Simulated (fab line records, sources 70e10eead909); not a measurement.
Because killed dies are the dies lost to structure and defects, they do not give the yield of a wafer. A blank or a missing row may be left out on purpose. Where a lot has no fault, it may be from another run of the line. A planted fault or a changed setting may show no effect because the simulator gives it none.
Which tool was responsible?	flow nand_harc	37 wafers from 13 lots sampled at 5 of the route's 1302 steps

## WHAT THE GAUGES SHOWED, per wafer
NHARC_END_SORT_01. Usual: killed_at_array 62, standard deviation 16; killed_at_other 0.8, standard deviation 1.1; killed_at_periphery 4, standard deviation 3.2; killed_dies 67, standard deviation 16; killed_open 3.5, standard deviation 1.9; killed_short 2.1, standard deviation 1.5.
lot	measured	on	killed_at_array	killed_at_other	killed_at_periphery	killed_dies	killed_open	killed_short	flag
L314	day 28 02:01	prober-02	59 51 69	1 1 2	5 5 3	65 57 74	3 0 2	3 2 2	
L313	day 29 01:47	prober-01	63	0	3	66	1	3	
L315	day 29 09:35	prober-01	44	2	3	49	1	2	

## WHICH TOOL RAN EACH LOT (tool, then ch and the chambers of the sampled wafers, then the start)
lot	NHARC_A_STAIRCASE_ETCH_25	NHARC_A_STAIRCASE_ETCH_27	NHARC_A_STAIRCASE_ETCH_188	NHARC_A_STAIRCASE_ETCH_197
L304	rie_diel-02 ch 3, day 15 15:00 or earlier	rie_diel-02 ch 3, day 15 15:00 or earlier	rie_diel-11 ch 0,1, day 15 15:00	rie_diel-11 ch 1,3, no start
L305	rie_diel-04 ch 1,2,3, day 16 13:48 or earlier	rie_diel-04 ch 0,2,3, day 16 13:48 or earlier	rie_diel-02 ch 0,1,2, day 16 13:48	rie_diel-02 ch 1,2,3, no start
L307	rie_diel-02 ch 0,3, day 16 14:40 or earlier	rie_diel-02 ch 0,2,3, day 16 14:40 or earlier	rie_diel-04 ch 0,3, day 16 14:40	rie_diel-11 ch 1,2, no start
L308	rie_diel-02 ch 2,3, day 17 11:29 or earlier	rie_diel-02 ch 1,2, day 17 11:29 or earlier	rie_diel-04 ch 0,1,2, day 17 11:29	rie_diel-04 ch 0,2, no start
L312	rie_diel-11 ch 0,2,3, day 19 02:46 or earlier	rie_diel-11 ch 2,3, day 19 02:46 or earlier	rie_diel-11 ch 0,3, day 19 02:46	rie_diel-04 ch 0,1, no start
L314	rie_diel-04 ch 1,2,3, day 20 00:06 or earlier	rie_diel-04 ch 0,2, day 20 00:06 or earlier	rie_diel-02 ch 1,2,3, day 20 00:06	rie_diel-02 ch 0,1,3, day 28 02:01 or earlier
L313	rie_diel-04 ch 0,2,3, day 20 03:26 or earlier	rie_diel-04 ch 2,3, day 20 03:26 or earlier	rie_diel-02 ch 0,1, day 20 03:26	rie_diel-02 ch 0,2, day 29 01:47 or earlier
L315	rie_diel-02 ch 0,3, day 20 13:59 or earlier	rie_diel-02 ch 1,2,3, day 20 13:59 or earlier	rie_diel-04 ch 1,2,3, day 20 13:59	rie_diel-04 ch 0,2,3, day 29 09:35 or earlier
L321	rie_diel-02 ch 1,3, day 22 13:19 or earlier	rie_diel-02 ch 1,2, day 22 13:19 or earlier	rie_diel-11 ch 1,3, day 22 13:19	rie_diel-02 ch 0,2, no start
L322	rie_diel-02 ch 1,3, day 23 17:44 or earlier	rie_diel-02 ch 0,3, day 23 17:44 or earlier	rie_diel-11 ch 1,2, day 23 17:44	rie_diel-02 ch 1,3, no start
L325	rie_diel-04 ch 0,1,3, day 24 04:22 or earlier	rie_diel-04 ch 1,2,3, day 24 04:22 or earlier	rie_diel-04 ch 1,2,3, day 24 04:22	rie_diel-02 ch 1,2,3, no start
L326	rie_diel-04 ch 1,2, day 25 14:32 or earlier	rie_diel-04 ch 0,1,3, day 25 14:32 or earlier	rie_diel-02 ch 0,1, day 25 14:32	rie_diel-04 ch 0,1,2, no start
L327	rie_diel-02 ch 1,2, day 25 19:06 or earlier	rie_diel-02 ch 1,2,3, day 25 19:06 or earlier	rie_diel-02 ch 0,1,2, day 25 19:06	rie_diel-02 ch 0,2, no start
- NHARC_A_STAIRCASE_ETCH_25: etches the open film in C4F8/O2, target depth 100 nm, time 40.5 s.
- NHARC_A_STAIRCASE_ETCH_27: etches the open film in C4F8/O2, target depth 100 nm, time 40.5 s.
- NHARC_A_STAIRCASE_ETCH_188: etches the open film in C4F8/O2, target depth 100 nm, time 40.5 s.
- NHARC_A_STAIRCASE_ETCH_197: etches the open film in C4F8/O2, target depth 100 nm, time 40.5 s.

## AS READ BY THE TOOLS THEMSELVES (means over the sampled wafers that have a number; for cases with no such wafer, the mark the record gives instead)
NHARC_A_STAIRCASE_ETCH_25. Usual: oes_product_au 0.945 a.u., standard deviation 0.011; rf_vpp_V 895 V, standard deviation 5.5; run_length_s 61.9 s, standard deviation 0.5.
lot	tool	oes_product_au (a.u.)	rf_vpp_V (V)	run_length_s (s)	flag
L304	rie_diel-02	0.919	900	61.3	
L305	rie_diel-04	0.934	898	62.3	
L307	rie_diel-02	0.954	891	61.8	
L308	rie_diel-02	0.952	896	61.4	
L312	rie_diel-11	0.945	890	62.6	
L314	rie_diel-04	0.942	897	61.8	
L313	rie_diel-04	0.942	898	62.0	
L315	rie_diel-02	0.939	895	61.8	
L321	rie_diel-02	0.946	900	61.3	
L322	rie_diel-02	0.952	900	61.7	
L325	rie_diel-04	0.944	897	62.1	
L326	rie_diel-04	0.949	897	61.7	
L327	rie_diel-02	0.951	899	62.2	

NHARC_A_STAIRCASE_ETCH_27. Usual: oes_product_au 0.945 a.u., standard deviation 0.0087; rf_vpp_V 896 V, standard deviation 5.8; run_length_s 61.9 s, standard deviation 0.47.
lot	tool	oes_product_au (a.u.)	rf_vpp_V (V)	run_length_s (s)	flag
L304	rie_diel-02	0.933	899	61.2	
L305	rie_diel-04	0.934	899	62.0	
L307	rie_diel-02	0.954	894	61.9	
L308	rie_diel-02	0.948	900	61.7	
L312	rie_diel-11	0.946	890	62.6	
L314	rie_diel-04	0.950	899	61.8	
L313	rie_diel-04	0.936	897	62.0	
L315	rie_diel-02	0.927	898	61.7	
L321	rie_diel-02	0.933	897	62.0	
L322	rie_diel-02	0.949	892	61.7	
L325	rie_diel-04	0.956	896	61.9	
L326	rie_diel-04	0.938	896	61.9	
L327	rie_diel-02	0.947	898	61.6	

NHARC_A_STAIRCASE_ETCH_188. Usual: oes_product_au 0.941 a.u., standard deviation 0.013; rf_vpp_V 896 V, standard deviation 5.8; run_length_s 62.0 s, standard deviation 0.49.
lot	tool	oes_product_au (a.u.)	rf_vpp_V (V)	run_length_s (s)	flag
L304	rie_diel-11	0.951	889	61.9	
L305	rie_diel-02	0.930	896	62.1	
L307	rie_diel-04	0.938	896	62.2	
L308	rie_diel-04	0.949	899	61.8	
L312	rie_diel-11	0.941	897	62.3	
L314	rie_diel-02	0.925	898	62.1	
L313	rie_diel-02	0.956	893	62.2	
L315	rie_diel-04	0.949	897	62.0	
L321	rie_diel-11	0.960	895	59.2	OFF
L322	rie_diel-11	0.927	898	59.3	OFF
L325	rie_diel-04	0.940	897	61.8	
L326	rie_diel-02	0.924	892	61.9	
L327	rie_diel-02	0.945	892	62.1	

NHARC_A_STAIRCASE_ETCH_197. Usual: oes_product_au 0.955 a.u., standard deviation 0.017; rf_vpp_V 896 V, standard deviation 5.2; run_length_s 61.9 s, standard deviation 0.46.
lot	tool	oes_product_au (a.u.)	rf_vpp_V (V)	run_length_s (s)	flag
L304	rie_diel-11	0.955	898	62.0	
L305	rie_diel-02	0.939	898	61.5	
L307	rie_diel-11	0.978	890	61.8	
L308	rie_diel-04	0.942	899	61.8	
L312	rie_diel-04	0.939	900	61.8	
L314	rie_diel-02	0.950	896	61.6	
L313	rie_diel-02	0.948	889	62.3	
L315	rie_diel-04	0.940	897	62.1	
L321	rie_diel-02	0.964	890	62.1	
L322	rie_diel-02	0.975	900	61.2	
L325	rie_diel-02	0.965	898	61.7	
L326	rie_diel-04	0.931	898	61.9	
L327	rie_diel-02	0.938	889	62.1	

## THE ANSWER, worked out from the rows above alone
Rule: a lot is off if the mean of its wafers that have a number lies more than 3 standard deviations from the usual mean. A lot without any number at a reading at which 4 lots or more have one is off too. Where the step has rows for the other lots, those lots are counted as sound. The gauges are gone through in route order, then the tools' own readings, and for those a lot's mean is taken as printed above. The first step at which some lot is off is used, and at that step the reading that is off furthest; a lot without a number counts as furthest.
Off: L321, L322 (NHARC_A_STAIRCASE_ETCH_188, run_length_s).
If a tool, at that step or one of the process steps before it, ran each lot that is off and ran no sound lot following the first of them, it fits. NHARC_A_STAIRCASE_ETCH_25 gives no start for some lots, so the hours and the order of its lots are those of NHARC_A_STAIRCASE_ETCH_188. NHARC_A_STAIRCASE_ETCH_27 gives no start for some lots, so the hours and the order of its lots are those of NHARC_A_STAIRCASE_ETCH_188. One candidate fits, namely rie_diel-11 at NHARC_A_STAIRCASE_ETCH_188. A fault onset in the window from L312 (day 19 02:46, its last sound lot) to L321 (day 22 13:19, its first lot off) fits.
The tool's own readings at NHARC_A_STAIRCASE_ETCH_188 bear it out: on the lots that are off they differ by more than 5 times the standard deviation of the sound lots' means. run_length_s reads 59.2 s there against 62.0 s on the sound lots.

## WHAT WAS PUT IN BY THE SIMULATOR
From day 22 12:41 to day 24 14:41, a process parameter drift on rie_diel-11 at NHARC_A_STAIRCASE_ETCH_188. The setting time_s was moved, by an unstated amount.
Lots struck among those shown: L321, L322. The rule above reached the same finding.
